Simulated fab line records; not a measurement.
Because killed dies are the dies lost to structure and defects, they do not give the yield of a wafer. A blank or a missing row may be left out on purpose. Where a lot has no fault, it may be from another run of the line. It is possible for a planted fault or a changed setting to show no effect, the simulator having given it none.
fab line records	flow n5-finfet
[record] lots = 7	wafers = 21
route steps=1938 shown BEOL_M5@1161 BEOL_M6@1212 BEOL_M7@1269
start-h: hours from the record's opening day to when the first of the lot's shown wafers began	wait-h: time in hours since the lot's previous step	" repeats the value in the row above	L1.1+2: several wafers, shown together as one row	- value missing, or start not given	* or withheld: withheld	< > ~ a bound
route shown NAME@n: NAME is a module with steps in the file, n the number in the route of the first one	usual: mean/standard deviation taken from wafers without a fault	same: alike in all rows	chamber/n: place in a boat	sites: each site's reading	_std_site: their standard deviation	_edge_site: mean of outer sites minus mean of inner sites	radius-mm: how far each site lies from the wafer's centre	mask NAME#n: copy n	behind: tool/chamber where the wafer was last shaped	hold: reason for holding the lot/hours on hold/outcome of the hold	device: whichever transistor did not switch (one of n, p or np)	end of line: the tests these same wafers got at the end of their route	step lacking rows: just its recipe	killed: count of dies lost to structure and defects at first sort (not the wafer's yield)	map: a wafer's dies, marking killed ones x, the rest . and places with no die _
set.NAME: the setting that was run; set.NAME@STEP: the one run at that earlier step	model.NAME: the simulator's own value behind a step, which no gauge read
one table per step and one row per wafer, for lots whose settings were changed on purpose
[[steps]]
[step N5_BEOL_M5_ETCH_41]
[recipe] chemistry = CH3F/O2	target = SiCN	target-depth-a = 315	taper-deg = 2	time-s = 56.7	ion-energy-ev = 120	mask-material = TiN	pressure-mtorr = 30	source-w = 395	bias-w = 75	Ar_flow_sccm = 150	CH3F_flow_sccm = 30	O2_flow_sccm = 20
[usual] rf-vpp-V = 297.2/1.5
lot.wafer	tool	chamber	start-h	wait-h	set.source-w	rf-vpp-V
L075.1	rie-diel-04	2	-	-	395	299.4
L075.3	"	1	"	"	395	296.6
L075.6	"	1	"	"	395	295.7
L080.2	rie-diel-04	0	-	-	446.5	284.0
L080.4	"	2	"	"	446.5	288.2
L080.6	"	2	"	"	395	298.7
L082.2	rie-diel-04	0	-	-	395	296.1
L082.4	"	2	"	"	395	299.0
L082.6	"	1	"	"	395	295.7
L091.3	rie-diel-02	2	-	-	395	296.1
L091.4	"	0	"	"	395	297.4
L091.5	"	3	"	"	395	296.5
L097.1	rie-diel-02	1	-	-	453.2	284.0
L097.3	"	2	"	"	395	297.7
L097.6	"	3	"	"	453.2	283.0
L094.2	rie-diel-06	1	-	-	366	305.1
L094.3	"	3	"	"	366	302.6
L094.4	"	0	"	"	395	297.7
L096.1	rie-diel-06	3	-	-	395	294.6
L096.2	"	1	"	"	395	298.1
L096.3	"	0	"	"	395	297.9
[step N5_BEOL_M5_STRIP_91]
[recipe] chemistry = N2/H2	time-s = 10	power-w = 450	temp-c = 40	pressure-mtorr = 20	rf-frequency-hz = 6e+07	bias-power-w = 7	n2-flow-sccm = 200	h2-flow-sccm = 200
[step N5_BEOL_M5_OCD_MEAS_38]
[usual] trench-depth-nm = 70.9/1.3
lot.wafer	tool	chamber	start-h	wait-h	set.time-s@BEOL_M5_TRENCH_ETCH_37	trench-depth-nm
L075.1	ocd-02	-	175.30	-	22.49	65.1
L075.3	"	-	"	"	24.7	69.8
L075.6	"	-	"	"	24.7	69.7
L080.2	ocd-01	-	202.80	-	27.51	77.8
L080.4	"	-	"	"	24.7	70.5
L080.6	"	-	"	"	27.51	78.5
L082.2	ocd-01	-	222.12	-	20.5	57.7
L082.4	"	-	"	"	24.7	69.9
L082.6	"	-	"	"	24.7	69.5
L091.3	ocd-02	-	266.74	-	24.7	70.5
L091.4	"	-	"	"	20.78	61.7
L091.5	"	-	"	"	24.7	72.9
L097.1	ocd-01	-	304.58	-	27.53	78.8
L097.3	"	-	"	"	24.7	70.9
L097.6	"	-	"	"	24.7	72.8
L094.2	ocd-01	-	305.05	-	20.24	58.1
L094.3	"	-	"	"	20.24	58.4
L094.4	"	-	"	"	24.7	74.1
L096.1	ocd-02	-	326.20	-	24.7	71.5
L096.2	"	-	"	"	24.7	71.4
L096.3	"	-	"	"	24.7	74.5
[step N5_BEOL_M5_HM_STRIP_39]
[recipe] chemistry = peroxide-tin-strip	material = TiN	target-depth-a = 250	temp-c = 50	time-s = 158
[step N5_BEOL_M5_SRD_40]
[recipe] time-s = 30	temp-c = 23	rinse-liquid = diw	dry = ipa-marangoni
[step N5_BEOL_M5_ECD_50]
[recipe] material = Cu	target-thk-a = 3000
[step N5_BEOL_M5_ANNEAL_51]
[recipe] temp-c = 225	time-s = 90	ambient = N2
[step N5_BEOL_M5_CMP_52]
[recipe] stop-on = SiCOH_lowk	t-overpolish-s = 6.9	down-force-psi = 1	platen-rpm = 50	clearing-platen-down-force-psi = 1.5	clearing-platen-rpm = 50	post-cmp-clean = cu-alkaline	target-thk-nm = 62	clearing-platen-pad-velocity-m-s = 0.99484	pad-velocity-m-s = 0.99484
lot.wafer	tool	chamber	start-h	wait-h	set.time-s@BEOL_M5_TRENCH_ETCH_37	model.Cu_of_BEOL_M5_ECD_50.thk-nm
L075.3	cmp-03	0	181.49	0.2	24.7	60.6
L075.1	"	1	"	"	22.49	56.4
L075.6	"	1	"	"	24.7	61.8
L080.2	cmp-03	2	211.25	0.3	27.51	69
L080.4	"	0	"	"	24.7	60.2
L080.6	"	1	"	"	27.51	70.4
L082.2	cmp-01	0	228.38	0.2	20.5	47.6
L082.4	"	2	"	"	24.7	60.6
L082.6	"	1	"	"	24.7	59.8
L091.3	cmp-01	2	273.51	0.2	24.7	60.8
L091.4	"	3	"	"	20.78	51.8
L091.5	"	3	"	"	24.7	61.6
L097.1	cmp-03	2	311.75	0.3	27.53	71.2
L097.3	"	0	"	"	24.7	61
L097.6	"	3	"	"	24.7	64.4
L094.2	cmp-03	1	312.48	0.2	20.24	48.6
L094.3	"	2	"	"	20.24	48.4
L094.4	"	3	"	"	24.7	63.4
L096.2	cmp-02	1	332.99	0.2	24.7	61.4
L096.3	"	2	"	"	24.7	64.4
L096.1	"	3	"	"	24.7	60.4
[step N5_BEOL_M5_THK_MEAS_53]
[recipe] thk-meas-gauge = xrf	reads = Cu_of_BEOL_M5_ECD_50
[usual] M5_THK = 62.2/1.6
lot.wafer	tool	chamber	start-h	wait-h	set.time-s@BEOL_M5_TRENCH_ETCH_37	M5_THK[nm]
L075.1	film-metro-02	-	181.78	-	22.49	57.2
L075.3	"	-	"	"	24.7	61.3
L075.6	"	-	"	"	24.7	62.7
L080.2	film-metro-02	-	211.51	-	27.51	69.8
L080.4	"	-	"	"	24.7	61.0
L080.6	"	-	"	"	27.51	71.2
L082.2	film-metro-01	-	228.67	-	20.5	48.2
L082.4	"	-	"	"	24.7	61.5
L082.6	"	-	"	"	24.7	60.5
L091.3	film-metro-01	-	273.81	-	24.7	60.9
L091.4	"	-	"	"	20.78	51.8
L091.5	"	-	"	"	24.7	61.6
L097.1	film-metro-01	-	312.04	-	27.53	71.4
L097.3	"	-	"	"	24.7	61.4
L097.6	"	-	"	"	24.7	64.8
L094.2	film-metro-01	-	312.74	-	20.24	49.0
L094.3	"	-	"	"	20.24	48.7
L094.4	"	-	"	"	24.7	63.8
L096.1	film-metro-01	-	333.28	-	24.7	60.4
L096.2	"	-	"	"	24.7	61.5
L096.3	"	-	"	"	24.7	64.5
[step N5_BEOL_M5_PRE_CLEAN_77]
[recipe] gas = NH3/H2	time-s = 15	temp-c = *	rf-power-w = 300
[step N5_BEOL_M5_CO_CAP_78]
[recipe] material = Co	target-thk-a = 20	temp-c = 200	precursor = CCTBA/H2	pressure-torr = 30	time-s = 102.1
[step N5_BEOL_M5_PRE_CLEAN_55]
[recipe] gas = NH3	time-s = 15	temp-c = withheld	rf-power-w = 300
[step N5_BEOL_M5_DEP_56]
[recipe] material = SiCN	target-thk-a = 80	temp-c = withheld	precursor = 3MS/NH3	pressure-torr = 3	rf-w = 202	time-s = 14
[step N5_BEOL_M5_RS_MEAS_57]
[recipe] thk-meas-gauge = four-point-probe	reads = Co_of_BEOL_M5_CO_CAP_78+Cu_of_BEOL_M5_ECD_50+Co_of_BEOL_M5_CVD_47+TaN_of_BEOL_M5_ALD_86
[usual] M5_RS = 0.390/0.012
lot.wafer	tool	chamber	start-h	wait-h	set.time-s@BEOL_M5_TRENCH_ETCH_37	M5_RS[ohm/sq]
L075.1	film-metro-02	-	182.34	0.3	22.49	0.433
L075.3	"	-	"	"	24.7	0.397
L075.6	"	-	"	"	24.7	0.389
L080.2	film-metro-01	-	211.77	0.1	27.51	0.340
L080.4	"	-	"	"	24.7	0.400
L080.6	"	-	"	"	27.51	0.332
L082.2	film-metro-01	-	228.96	0.1	20.5	0.537
L082.4	"	-	"	"	24.7	0.398
L082.6	"	-	"	"	24.7	0.403
L091.3	film-metro-01	-	274.07	0.1	24.7	0.397
L091.4	"	-	"	"	20.78	0.482
L091.5	"	-	"	"	24.7	0.390
L097.1	film-metro-01	-	312.30	0.0	27.53	0.328
L097.3	"	-	"	"	24.7	0.394
L097.6	"	-	"	"	24.7	0.370
L094.2	film-metro-01	-	313.00	0.1	20.24	0.522
L094.3	"	-	"	"	20.24	0.523
L094.4	"	-	"	"	24.7	0.376
L096.1	film-metro-01	-	333.54	0.0	24.7	0.397
L096.2	"	-	"	"	24.7	0.391
L096.3	"	-	"	"	24.7	0.370
[step N5_BEOL_M6_ETCH_62]
[recipe] chemistry = N2/H2	target = SOC	target-depth-a = 1100	overetch-a = 220	mask-material = SiARC	temp-c = 40	time-s = 165	ion-energy-ev = 200	pressure-mtorr = 30	source-w = 840	bias-w = 150	n2-flow-sccm = 200	h2-flow-sccm = 200
lot.wafer	tool	chamber	start-h	wait-h	set.time-s	model.SiARC_of_BEOL_M6_COAT_60.thk-nm
L075.1+6	rie-diel-05	2,1	187.78	0.0	165	28.4
L075.3	"	1	"	"	152.5	28.8
L080.2+6	rie-diel-05	0	213.24	0.0	165	28.4
L080.4	"	1	"	"	165	28.2
L082.2+6	rie-diel-01	1	231.03	0.0	165	28.2
L082.4	"	2	"	"	165	28.4
L091.3	rie-diel-01	1	276.86	0.1	165	28.4
L091.4+5	"	2	"	"	189.7	27.6
L097.1	rie-diel-03	2	313.96	0.0	165	28.2
L097.3	"	0	"	"	165	28.6
L097.6	"	1	"	"	165	28.8
L094.2+4	rie-diel-05	1	314.67	0.0	165	28.2
L094.3	"	2	"	"	129.2	29.6
L096.1	rie-diel-01	2	335.76	0.0	165	28.6
L096.2	"	1	"	"	165	28.2
L096.3	"	0	"	"	165	28.4
[step N5_BEOL_M7_COAT_60]
[recipe] resist = SiARC	temp-c = 220	time-s = 60	spin-rpm = 1500	resist-thk-nm = 35
lot.wafer	tool	chamber	start-h	wait-h	set.spin-rpm	model.SiARC_of_BEOL_M7_COAT_60.thk-nm
L075.1+3+6	litho-track-05	0	-	-	1650	33.4
L080.2+4	litho-track-01	0	-	-	1500	35
L080.6	"	0	"	"	1623	33.8
L082.2	litho-track-02	0	-	-	1361	37
L082.4	"	0	"	"	1361	36.8
L082.6	"	0	"	"	1500	35
L091.3	litho-track-05	0	-	-	1409	36.2
L091.4	"	0	"	"	1500	35.2
L091.5	"	0	"	"	1409	36
L097.1+3+6	litho-track-05	0	-	-	1500	34.8
L094.2+3	litho-track-01	0	-	-	1637	33.4
L094.4	"	0	"	"	1500	34.8
L096.1	litho-track-01	0	-	-	1500	34.8
L096.2+3	"	0	"	"	1500	35
[step N5_BEOL_M7_ETCH_61]
[recipe] chemistry = CF4	target = SiARC	target-depth-a = 455	mask-material = CAR-ArF	time-s = 75.8	ion-energy-ev = 80	pressure-mtorr = 40	source-w = 545	bias-w = 36	Ar_flow_sccm = 100	cf4-flow-sccm = 100	ends = cleared
[usual] etch-rf-on-time-s = 75.7/1.5	rf-vpp-V = 184.0/1.1
lot.wafer	tool	chamber	start-h	wait-h	set.source-w	set.spin-rpm@BEOL_M7_COAT_60	etch-rf-on-time-s	rf-vpp-V	model.etch.depth-nm	model.CAR-ArF_of_BEOL_M7_COAT_05.thk-nm
L075.1	rie-diel-02	3	195.85	0.0	545	1650	69.5	184.9	33.38	52.6
L075.3	"	2	"	"	608	1650	65.4	178.4	33.37	52.6
L075.6	"	0	"	"	608	1650	64.3	177.5	33.34	52.8
L080.2	rie-diel-02	2	218.95	0.0	545	1500	75.4	182.6	35.02	50.4
L080.4	"	1	"	"	450.3	1500	90.4	197.4	35.03	51
L080.6	"	2	"	"	545	1623	71.8	182.8	33.75	51.8
L082.2	rie-diel-06	2	237.91	0.0	620.5	1361	71.3	174.3	36.91	49.2
L082.4	"	1	"	"	620.5	1361	71.2	175.7	36.71	49.4
L082.6	"	0	"	"	545	1500	75.0	184.9	35	50.8
L091.3	rie-diel-02	2	283.09	0.0	606.4	1409	70.6	176.3	36.12	49.4
L091.4	"	0	"	"	606.4	1500	67.8	177.7	35.1	50.6
L091.5	"	1	"	"	545	1409	78.3	184.1	36.07	49.4
L097.1	rie-diel-02	1	323.03	0.0	586.4	1500	71.4	179.7	34.82	51
L097.3	"	3	"	"	586.4	1500	68.5	179.3	34.86	51.2
L097.6	"	3	"	"	545	1500	73.2	184.1	34.86	51
L094.2	rie-diel-06	3	323.58	0.0	545	1637	72.6	182.1	33.39	52
L094.3	"	2	"	"	545	1637	73.3	184.4	33.5	52
L094.4	"	0	"	"	545	1500	73.2	185.8	34.89	50.4
L096.1	rie-diel-04	0	345.96	0.0	545	1500	75.1	184.1	34.84	51
L096.2	"	2	"	"	545	1500	77.3	185.1	34.94	50.8
L096.3	"	1	"	"	545	1500	78.8	182.6	34.94	51
[step N5_BEOL_M7_COAT_22]
[recipe] resist = CAR-EUV	spin-rpm = 1500	resist-thk-nm = 30
lot.wafer	tool	chamber	start-h	wait-h	set.spin-rpm	model.CAR-EUV_of_BEOL_M7_COAT_22.thk-nm
L075.1	litho-track-05	0	-	-	1391	31.2
L075.3	"	0	"	"	1500	30
L075.6	"	0	"	"	1391	31
L080.2+4+6	litho-track-05	0	-	-	1500	30
L082.2+4	litho-track-02	0	-	-	1631	28.8
L082.6	"	0	"	"	1500	30
L091.3+4	litho-track-02	0	-	-	1607	29
L091.5	"	0	"	"	1500	30
L097.1+3	litho-track-01	0	-	-	1500	29.8
L097.6	"	0	"	"	1500	30
L094.2+4	litho-track-02	0	-	-	1454	30.4
L094.3	"	0	"	"	1500	29.8
L096.1+2+3	litho-track-02	0	-	-	1500	30
[step N5_BEOL_M7_EXPOSE_25]
[recipe] mask-id = V6	na = 0.33	source-shape = annular	sigma-inner = 0.4	sigma-outer = 0.8	polarization = unpolarized	target-cd-nm = 40	dose-mj = 42.5
lot.wafer	tool	chamber	start-h	wait-h	mask	set.dose-mj
L075.1	euv-scanner-02	0	197.87	-	V6#0	42.5
L075.3+6	"	0	"	"	V6#0	40.62
L080.2+4+6	euv-scanner-02	0	221.03	-	V6#0	42.5
L082.2+6	euv-scanner-02	0	238.69	-	V6#0	43.84
L082.4	"	0	"	"	V6#0	42.5
L091.3+4+5	euv-scanner-02	0	285.05	-	V6#0	42.5
L097.1	euv-scanner-02	0	323.66	-	V6#0	40.54
L097.3+6	"	0	"	"	V6#0	42.5
L094.2+3	euv-scanner-02	0	324.18	-	V6#0	42.5
L094.4	"	0	"	"	V6#0	40.27
L096.1+2+3	euv-scanner-02	0	346.95	-	V6#0	42.5
[step N5_BEOL_M7_PEB_26]
[recipe] peb-temp-c = 100	peb-time-s = 60	resist = CAR-EUV
[step N5_BEOL_M7_DEVELOP_27]
[recipe] develop-time-s = 30	developer = TMAH	resist = CAR-EUV	rinse-liquid = surfactant-rinse	dry = air-spin	dev-temp-c = 23
[step N5_BEOL_M7_CD_MEAS_28]
[recipe] target-cd-nm = 40	landing-energy-ev = 500	detector = se-inlens
[usual] cd-nm = 40.00/0.26
lot.wafer	tool	chamber	start-h	wait-h	set.dose-mj@BEOL_M7_EXPOSE_25	cd-nm
L075.1	cd-sem-03	0	198.00	-	42.5	39.81
L075.3	"	0	"	"	40.62	39.21
L075.6	"	0	"	"	40.62	38.70
L080.2	cd-sem-03	0	221.15	-	42.5	40.32
L080.4	"	0	"	"	42.5	39.85
L080.6	"	0	"	"	42.5	39.59
L082.2	cd-sem-02	0	238.81	-	43.84	40.27
L082.4	"	0	"	"	42.5	39.91
L082.6	"	0	"	"	43.84	40.34
L091.3	cd-sem-01	0	285.17	-	42.5	39.90
L091.4	"	0	"	"	42.5	40.15
L091.5	"	0	"	"	42.5	39.94
L097.1	cd-sem-03	0	323.80	-	40.54	38.92
L097.3	"	0	"	"	42.5	40.24
L097.6	"	0	"	"	42.5	40.08
L094.2	cd-sem-02	0	324.31	-	42.5	40.37
L094.3	"	0	"	"	42.5	39.82
L094.4	"	0	"	"	40.27	38.84
L096.1	cd-sem-01	0	347.09	-	42.5	40.39
L096.2	"	0	"	"	42.5	40.11
L096.3	"	0	"	"	42.5	39.98
[step N5_BEOL_M7_DESCUM_33]
[recipe] chemistry = O2	time-s = 7	source-power-w = 50	bias-power-w = 20	pressure-mtorr = 20	rf-frequency-hz = 2.712e+07	temp-c = 40	resist = CAR-EUV	o2-flow-sccm = 225
lot.wafer	tool	chamber	start-h	wait-h	set.dose-mj@BEOL_M7_EXPOSE_25	model.BEOL_M7.cd-nm
L075.1	rie-diel-04	2	198.12	0.0	42.5	39.6
L075.3	"	0	"	"	40.62	39
L075.6	"	2	"	"	40.62	38.6
L080.2+4	rie-diel-06	3,2	221.28	0.0	42.5	40.2
L080.6	"	0	"	"	42.5	40
L082.2	rie-diel-06	2	238.97	0.1	43.84	40.6
L082.4	"	2	"	"	42.5	39.8
L082.6	"	0	"	"	43.84	40.2
L091.3+5	rie-diel-06	2	285.29	0.0	42.5	40
L091.4	"	0	"	"	42.5	39.8
L097.1	rie-diel-02	2	323.92	0.0	40.54	39
L097.3	"	3	"	"	42.5	40.2
L097.6	"	3	"	"	42.5	40
L094.2	rie-diel-02	2	324.43	0.0	42.5	40.2
L094.3	"	1	"	"	42.5	40
L094.4	"	3	"	"	40.27	38.8
L096.1+2	rie-diel-06	3,1	347.21	0.0	42.5	39.8
L096.3	"	0	"	"	42.5	40
[step N5_BEOL_M7_ETCH_72]
[recipe] chemistry = N2/H2	target = underlayer	target-depth-a = 65	mask-material = CAR-EUV	time-s = 5.2	ion-energy-ev = 200	pressure-mtorr = 30	source-w = 840	bias-w = 150	n2-flow-sccm = 200	h2-flow-sccm = 200	ends = cleared
lot.wafer	tool	chamber	start-h	wait-h	set.spin-rpm@BEOL_M7_COAT_22	set.dose-mj@BEOL_M7_EXPOSE_25	model.BEOL_M7.cd-nm	model.CAR-EUV_of_BEOL_M7_COAT_22.thk-nm
L075.1	rie-diel-04	2	198.16	0.0	1391	42.5	39.8	21.4
L075.3	"	0	"	"	1500	40.62	39.2	20.2
L075.6	"	2	"	"	1391	40.62	38.6	21.4
L080.2+4	rie-diel-06	3,2	221.31	0.0	1500	42.5	40.2	20.2
L080.6	"	0	"	"	1500	42.5	40	20.2
L082.2	rie-diel-06	2	239.01	0.0	1631	43.84	40.6	19
L082.4	"	2	"	"	1631	42.5	39.8	19.2
L082.6	"	0	"	"	1500	43.84	40.2	20.4
L091.3	rie-diel-06	2	285.32	0.0	1607	42.5	40	19.4
L091.4	"	0	"	"	1607	42.5	39.8	19.2
L091.5	"	2	"	"	1500	42.5	39.8	20.2
L097.1	rie-diel-02	2	323.95	0.0	1500	40.54	39.2	20.2
L097.3	"	3	"	"	1500	42.5	40.2	20
L097.6	"	3	"	"	1500	42.5	40	20.2
L094.2	rie-diel-02	2	324.46	0.0	1454	42.5	40.2	20.8
L094.3	"	1	"	"	1500	42.5	40	20.2
L094.4	"	3	"	"	1454	40.27	38.8	20.6
L096.1+3	rie-diel-06	3,0	347.24	0.0	1500	42.5	40	20.2
L096.2	"	1	"	"	1500	42.5	39.8	20.2
[step N5_BEOL_M7_ETCH_65]
[recipe] chemistry = CF4	target = SiARC	target-depth-a = 156	mask-material = CAR-EUV	time-s = 26	ion-energy-ev = 80	pressure-mtorr = 40	source-w = 545	bias-w = 36	Ar_flow_sccm = 100	cf4-flow-sccm = 100	ends = cleared
lot.wafer	tool	chamber	start-h	wait-h	set.dose-mj@BEOL_M7_EXPOSE_25	model.BEOL_M7.cd-nm
L075.1	rie-diel-04	2	198.17	0.0	42.5	39.8
L075.3	"	0	"	"	40.62	39.2
L075.6	"	2	"	"	40.62	38.8
L080.2+4	rie-diel-06	3,2	221.33	0.0	42.5	40.2
L080.6	"	0	"	"	42.5	39.8
L082.2	rie-diel-06	2	239.02	0.0	43.84	40.4
L082.4	"	2	"	"	42.5	39.8
L082.6	"	0	"	"	43.84	40.2
L091.3	rie-diel-06	2	285.34	0.0	42.5	40
L091.4+5	"	0,2	"	"	42.5	39.8
L097.1	rie-diel-02	2	323.97	0.0	40.54	39
L097.3	"	3	"	"	42.5	40.2
L097.6	"	3	"	"	42.5	40
L094.2	rie-diel-02	2	324.48	0.0	42.5	40
L094.3	"	1	"	"	42.5	39.8
L094.4	"	3	"	"	40.27	39
L096.1+3	rie-diel-06	3,0	347.26	0.0	42.5	40
L096.2	"	1	"	"	42.5	39.8
[step N5_BEOL_M7_ETCH_66]
[recipe] chemistry = N2/H2	target = SOC	target-depth-a = 800	overetch-a = 160	mask-material = SiARC	temp-c = 40	time-s = 120	ion-energy-ev = 200	pressure-mtorr = 30	source-w = 840	bias-w = 150	n2-flow-sccm = 200	h2-flow-sccm = 200
lot.wafer	tool	chamber	start-h	wait-h	set.dose-mj@BEOL_M7_EXPOSE_25	model.BEOL_M7.cd-nm
L075.1	rie-diel-04	2	198.20	0.0	42.5	39.8
L075.3	"	0	"	"	40.62	39
L075.6	"	2	"	"	40.62	38.8
L080.2	rie-diel-06	3	221.36	0.0	42.5	40
L080.4+6	"	2,0	"	"	42.5	40.2
L082.2	rie-diel-06	2	239.05	0.0	43.84	40.4
L082.4	"	2	"	"	42.5	39.8
L082.6	"	0	"	"	43.84	40
L091.3	rie-diel-06	2	285.37	0.0	42.5	40
L091.4+5	"	0,2	"	"	42.5	39.8
L097.1	rie-diel-02	2	324.00	0.0	40.54	39.2
L097.3	"	3	"	"	42.5	40
L097.6	"	3	"	"	42.5	39.8
L094.2	rie-diel-02	2	324.51	0.0	42.5	40.4
L094.3	"	1	"	"	42.5	40
L094.4	"	3	"	"	40.27	38.8
L096.1+3	rie-diel-06	3,0	347.29	0.0	42.5	40
L096.2	"	1	"	"	42.5	39.8
[[key]]
[split] step = N5_BEOL_M5_ETCH_41	setting = source-w	stated = 395	by = wafer
[response] step = N5_BEOL_M5_ETCH_41	reading = rf-vpp-V	change = -0.949	per = 1%	r = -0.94
[split] step = N5_BEOL_M6_ETCH_62	setting = time-s	stated = 165	by = wafer
[response] step = N5_BEOL_M6_ETCH_62	reading = model.SiARC_of_BEOL_M6_COAT_60.thk-nm	change = -0.0603	per = 1%	r = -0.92
[split] step = N5_BEOL_M7_COAT_60	setting = spin-rpm	stated = 1500	by = wafer
[response] step = N5_BEOL_M7_COAT_60	reading = model.SiARC_of_BEOL_M7_COAT_60.thk-nm	change = -0.167	per = 1%	r = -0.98
[response] step = N5_BEOL_M7_ETCH_61	reading = model.etch.depth-nm	change = -0.17	per = 1%	r = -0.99
[response] step = N5_BEOL_M7_ETCH_61	reading = model.CAR-ArF_of_BEOL_M7_COAT_05.thk-nm	change = +0.164	per = 1%	r = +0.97
[split] step = N5_BEOL_M7_ETCH_61	setting = source-w	stated = 545	by = wafer
[response] step = N5_BEOL_M7_ETCH_61	reading = etch-rf-on-time-s	change = *	per = 1%	r = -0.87
[response] step = N5_BEOL_M7_ETCH_61	reading = rf-vpp-V	change = -0.726	per = 1%	r = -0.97
[split] step = N5_BEOL_M7_COAT_22	setting = spin-rpm	stated = 1500	by = wafer
[response] step = N5_BEOL_M7_COAT_22	reading = model.CAR-EUV_of_BEOL_M7_COAT_22.thk-nm	change = -0.145	per = 1%	r = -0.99
[response] step = N5_BEOL_M7_ETCH_72	reading = model.CAR-EUV_of_BEOL_M7_COAT_22.thk-nm	change = -0.148	per = 1%	r = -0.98
[split] step = N5_BEOL_M7_EXPOSE_25	setting = dose-mj	stated = 42.5	by = wafer
[response] step = N5_BEOL_M7_CD_MEAS_28	reading = cd-nm	change = +0.221	per = 1%	r = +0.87
[response] step = N5_BEOL_M7_DESCUM_33	reading = model.BEOL_M7.cd-nm	change = +0.221	per = 1%	r = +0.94
[response] step = N5_BEOL_M7_ETCH_72	reading = model.BEOL_M7.cd-nm	change = +0.215	per = 1%	r = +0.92
[response] step = N5_BEOL_M7_ETCH_65	reading = model.BEOL_M7.cd-nm	change = +0.19	per = 1%	r = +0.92
[response] step = N5_BEOL_M7_ETCH_66	reading = model.BEOL_M7.cd-nm	change = +0.202	per = 1%	r = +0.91
split outside-this-file step=N5_BEOL_M5_TRENCH_ETCH_37 setting=time-s
// split outside-this-file: this setting was split too, and the file shows its column; the key of that split is in another file
